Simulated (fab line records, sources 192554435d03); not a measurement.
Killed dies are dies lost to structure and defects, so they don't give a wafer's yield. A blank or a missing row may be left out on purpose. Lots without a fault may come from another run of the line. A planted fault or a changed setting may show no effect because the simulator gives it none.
A struck lot beside a sound one | flow n5_finfet | 15 steps out of a route of 1938
Sound: wafers L190.2, L190.3, L190.4. Struck: wafers L194.1, L194.2. The cause comes at the end.
At each step with rows: each side's tool, then ch and its chambers, then its first start. Under that, the readings that differ: sound wafers | struck wafers | difference of the means | sigmas: that difference in standard deviations of wafers without a fault.
alike: readings whose means differ by less than 2 such deviations, and words and numbers that are the same on both sides. not compared: withheld readings, readings that some wafer has no value for, bounds like >300 that may hide the same value, and numbers for which the record gives no deviation and whose values overlap.
The two part at a step that has a row with sigmas, a row that says differs or no value, or rows on one side only. Numbers that don't overlap but have no deviation are shown without sigmas and don't part them. A reading that every wafer of one side lacks parts them only if that side has two wafers or more.

N5_WELL_APT_OVL_MEAS_09:
  sound on overlay-02 ch 0, day 1 13:40; struck on overlay-01 ch 0, day 2 13:44
  alike: NWELL_OVL
N5_WELL_APT_INSPECT_10: inspects for defects (macro).
  sound on defect_inspect-02, day 1 13:41; struck on defect_inspect-02, day 2 13:46
  alike: raw_defect_count
N5_WELL_APT_DESCUM_13: chemistry O2, time 7.9 s.
  sound on rie_diel-02 ch 1,2,3, day 1 13:43; struck on rie_diel-05 ch 2,3, day 2 13:48
  alike: drypump_motor_current_A, oes_product_au, rf_vpp_V, showerhead_plenum_p_Torr, throttle_valve_pct
  not compared: rf_hours_counter_h
then, 9 steps without rows for these wafers: N5_WELL_APT_IMPLANT_14; N5_WELL_APT_IMPLANT_15; N5_WELL_APT_STRIP_16 (strips in SPM, time 900 s); N5_WELL_APT_HMDS_18 (time 60 s); N5_WELL_APT_COAT_19 (resist thk 950 nm); N5_WELL_APT_EBR_21; N5_WELL_APT_SOFTBAKE_20 (time 60 s); N5_WELL_APT_EXPOSE_22 (exposes mask PWELL, defocus 0 nm, target cd 200 nm); N5_WELL_APT_PEB_23 (peb time 90 s).
N5_WELL_APT_DEVELOP_24: develop time 45 s.
  sound on litho_track-04 ch 0, day 1 14:47; struck on litho_track-03 ch 0, day 2 14:43
  reading                | sound             | struck      | difference | sigmas
  resist_line_temp_C (C) | 23.16 23.11 23.08 | 22.84 22.77 | -0.31      | -3
  not compared: model.WELL_APT.cd_nm
then, 1 step without rows for these wafers: N5_WELL_APT_HARDBAKE_29 (time 120 s).
-- the record jumps here: 7 days lie between the struck wafers' starts before and after (it left off in module WELL_APT and takes up again in module BEOL_M4, whose first step shown is number 1111 of the route) --
N5_BEOL_M4_RC_MEAS_101:
  sound on prober-01 ch 0, day 8 10:47; struck on prober-02 ch 0, day 9 17:05
  reading       | sound          | struck    | difference | sigmas
  SS_N (mV/dec) | 70.3 69.8 71.3 | 72.3 71.7 | +1.5       | +2
  VT_P (mV)     | -258 -257 -260 | -248 -250 | +9         | +2
  alike: DIBL_N, DIBL_P, IOFF_N, IOFF_P, ION_N, ION_P, SS_P, VT_N

WHERE THEY PART
First at N5_WELL_APT_DEVELOP_24; last, within this record, at N5_BEOL_M4_RC_MEAS_101.

WHY: what the simulator had put in
Process parameter drift: litho_track-03, from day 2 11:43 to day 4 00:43, at N5_WELL_APT_DEVELOP_24. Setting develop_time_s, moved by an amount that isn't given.
